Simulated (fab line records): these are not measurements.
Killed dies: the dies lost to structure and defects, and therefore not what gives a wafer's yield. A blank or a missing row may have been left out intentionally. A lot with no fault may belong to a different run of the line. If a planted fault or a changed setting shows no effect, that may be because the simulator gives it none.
Matching of chambers -- flow n5Finfet -- N5_FIN_SAQP_MANDREL_ETCH_58 on rieSi-06 has 4 sister chambers
The step etches a-Si in HBr/Cl2, stops on SiNx, target depth 45 nm, bt time 10 s, time 27 s. 33 wafers are shown with their chamber, then 12 later ones without.

## WAFERS PAIRED WITH THEIR CHAMBERS
wafer,chamber,drypumpMotorCurrentA (A),throttleValvePct (%),oesProductAu (a.u.)
L074.1,1,5.6,35.46,0.688
L074.4,3,5.3,35.41,0.691
L074.5,3,5.3,35.41,0.693
L075.2,1,5.6,35.45,0.701
L075.4,3,5.3,35.39,0.692
L075.6,3,5.3,35.40,0.692
L076.1,3,5.3,35.41,0.686
L076.2,2,5.8,35.71,0.708
L076.4,0,5.2,35.31,0.706
L077.1,1,5.6,35.43,0.697
L077.2,2,5.7,35.72,0.698
L077.5,1,5.6,35.42,0.706
L080.3,1,5.6,35.43,0.695
L080.5,1,5.6,35.42,0.698
L080.6,0,5.2,35.31,0.701
L082.1,3,5.3,35.42,0.684
L082.2,0,5.2,35.32,0.705
L082.3,2,5.8,35.73,0.712
L082.4,1,5.6,35.42,0.710
L082.5,1,5.6,35.41,0.708
L082.6,0,5.2,35.31,0.706
L084.1,1,5.6,35.44,0.695
L084.2,2,5.8,35.73,0.692
L084.3,3,5.3,35.43,0.687
L084.4,0,5.2,35.34,0.708
L084.5,3,5.2,35.41,0.687
L084.6,2,5.8,35.71,0.701
L085.1,1,5.6,35.43,0.699
L085.2,0,5.2,35.33,0.700
L085.3,3,5.3,35.42,0.694
L085.4,2,5.8,35.73,0.700
L085.5,3,5.3,35.41,0.689
L085.6,0,5.2,35.33,0.705

SIGNATURES, as means of the wafers listed above
reading,chamber 0,chamber 1,chamber 2,chamber 3,scatter within a chamber
drypumpMotorCurrentA,5.200,5.600,5.783,5.290,0.0244
throttleValvePct,35.3214,35.4310,35.7217,35.4110,0.0125
oesProductAu,0.70443,0.69970,0.70183,0.68950,0.00531
Rule: distance of a wafer from a chamber = root of the sum over the readings of ((wafer's reading minus chamber's mean) / reading's scatter) squared. The wafer belongs to the nearest chamber; if the next one is less than 2 further off, it can't be placed. The scatter: take each reading less its chamber's mean, square it, sum over the shown wafers, divide by the number of wafers less the number of chambers, and take the root.

## WAFERS WHOSE CHAMBER IS MISSING
wafer,drypumpMotorCurrentA (A),throttleValvePct (%),oesProductAu (a.u.)
L090.1,5.6,35.43,0.702
L090.3,5.8,35.72,0.709
L090.4,5.3,35.40,0.694
L094.1,5.2,35.33,0.696
L094.5,5.8,35.71,0.708
L094.6,5.6,35.44,0.701
L095.3,5.3,35.41,0.682
L095.4,5.2,35.32,0.708
L095.6,5.6,35.43,0.704
L097.1,5.3,35.40,0.693
L097.3,5.8,35.73,0.702
L097.5,5.3,35.39,0.698

## WHICH CHAMBER EACH ONE RAN IN
wafer,from the rows above,in truth
L090.1,1,1
L090.3,2,2
L090.4,3,3
L094.1,0,0
L094.5,2,2
L094.6,1,1
L095.3,3,3
L095.4,0,0
L095.6,1,1
L097.1,3,3
L097.3,2,2
L097.5,3,3
12 of 12 placed correctly. Can't be placed from these rows: 0. 0 placed wrongly.
